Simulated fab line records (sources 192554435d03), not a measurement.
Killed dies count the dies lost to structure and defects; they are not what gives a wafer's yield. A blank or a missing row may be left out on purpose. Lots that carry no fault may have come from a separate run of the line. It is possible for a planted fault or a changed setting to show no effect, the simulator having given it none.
Matching of chambers -- flow n5-finfet -- N5_BEOL_M6_CMP_52 on cmp-04: 4 sister chambers
The step polishes, stops on SiCOH lowk, t overpolish 6.9 s, target thk 80 nm. 14 wafers are shown with their chamber, then 6 later ones without.

WAFERS, EACH WITH ITS CHAMBER
wafer,chamber,motor-current-A (A),retaining-ring-pressure-frac,edge-zone-pressure-frac
L075.1,1,6.1,1.000,1.001
L075.3,3,6.3,1.001,1.005
L077.2,2,5.5,0.992,0.995
L077.3,3,6.0,0.998,1.005
L078.2,2,5.2,0.989,1.000
L078.3,0,5.5,0.997,1.005
L079.1,1,6.0,0.998,0.994
L079.4,3,6.3,0.996,1.006
L076.1,2,5.2,0.991,0.999
L076.2,0,5.5,1.003,1.004
L076.3,3,6.1,1.001,1.002
L086.1,1,5.9,1.006,1.005
L086.3,0,5.4,1.003,1.004
L086.4,3,6.2,1.001,1.002

SIGNATURES (averages over the wafers above)
reading,chamber 0,chamber 1,chamber 2,chamber 3,scatter within a chamber
motor-current-A,5.467,6.000,5.300,6.180,0.124
retaining-ring-pressure-frac,1.00100,1.00133,0.99067,0.99940,0.00291
edge-zone-pressure-frac,1.00433,1.00000,0.99800,1.00400,0.00301
Rule: a wafer's distance from a chamber is the root of the sum, over the readings, of the square of ((its reading less the chamber's mean) divided by the reading's scatter). The wafer belongs to the nearest chamber; if the next one is less than 2 further off, it can't be placed. The scatter is the square root of a quotient: the sum, over the shown wafers, of each reading's squared deviation from its chamber's mean, divided by wafers minus chambers.

WAFERS WITH NO CHAMBER GIVEN
wafer,motor-current-A (A),retaining-ring-pressure-frac,edge-zone-pressure-frac
L089.1,5.1,0.999,0.997
L089.3,6.3,1.001,1.004
L090.3,5.3,1.002,1.010
L090.4,5.8,1.001,0.998
L092.1,5.8,1.001,1.001
L092.2,6.3,0.999,0.994

WHICH CHAMBER EACH ONE RAN IN
wafer,from the rows above,in truth
L089.1,can't be placed: 2 or 0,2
L089.3,can't be placed: 3 or 1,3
L090.3,0,0
L090.4,can't be placed: 1 or 0 or 3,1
L092.1,can't be placed: 1 or 0 or 3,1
L092.2,can't be placed: 1 or 3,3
Placed correctly: 1 of 6. These rows do not allow placing 5 (true chamber among the candidates in 5). 0 placed wrongly.
